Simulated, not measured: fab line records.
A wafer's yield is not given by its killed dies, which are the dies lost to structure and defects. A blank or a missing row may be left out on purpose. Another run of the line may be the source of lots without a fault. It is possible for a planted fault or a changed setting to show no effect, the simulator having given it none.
Chamber matching + flow nand-harc + NHARC_A_BONDPAD_ETCH_12 on rie-diel-01: 4 sister chambers
The step etches the open film in CHF3/O2, target depth 220 nm, time 110 s. 7 wafers are shown with their chamber, then 9 later ones without.

WAFERS PAIRED WITH THEIR CHAMBERS
| wafer  | chamber | rf-vpp-V (V) | run-length-s (s) |
|--------|---------|--------------|------------------|
| L196.6 | 1       | 367.4        | 131.5            |
| L199.3 | 0       | 367.8        | 132.1            |
| L199.5 | 2       | 367.4        | 132.1            |
| L201.6 | 0       | 368.1        | 132.2            |
| L202.4 | 3       | 374.2        | 131.1            |
| L202.5 | 2       | 368.6        | 131.8            |
| L202.6 | 3       | 371.9        | 130.7            |

WAFERS WITHOUT THEIR CHAMBER
| wafer  | rf-vpp-V (V) | run-length-s (s) |
|--------|--------------|------------------|
| L203.1 | 372.4        | 130.8            |
| L203.3 | 366.5        | 131.8            |
| L203.6 | 373.5        | 130.7            |
| L208.3 | 374.0        | 130.8            |
| L208.4 | 366.7        | 131.4            |
| L208.5 | 367.2        | 132.0            |
| L207.2 | 374.0        | 131.2            |
| L211.4 | 364.7        | 132.0            |
| L210.6 | 367.6        | 132.3            |

THE CHAMBER EACH PASSED THROUGH
| wafer  | from the rows above          | in truth |
|--------|------------------------------|----------|
| L203.1 | 3                            | 3        |
| L203.3 | can't be placed: 2 or 1 or 0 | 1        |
| L203.6 | 3                            | 3        |
| L208.3 | 3                            | 3        |
| L208.4 | 1                            | 1        |
| L208.5 | can't be placed: 2 or 0 or 1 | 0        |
| L207.2 | 3                            | 3        |
| L211.4 | can't be placed: 2 or 0 or 1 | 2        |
| L210.6 | can't be placed: 0 or 2      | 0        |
Correct placement for 5 of the 9. Unplaceable from these rows: 4, with the true chamber sitting among the candidates in 4. 0 placed wrongly.
How it was worked out, from the rows above alone: a wafer's distance from a chamber is the root of the sum, over the readings, of the square of ((its reading less the chamber's mean) divided by the reading's scatter). The wafer belongs to the nearest chamber; if the next one is less than 2 further off, it can't be placed. Each chamber's mean is taken over the wafers shown for it. How the scatter is found: for the shown wafers, subtract from each reading the mean of its chamber, square and add these, divide the total by (wafers less chambers), then take the root.
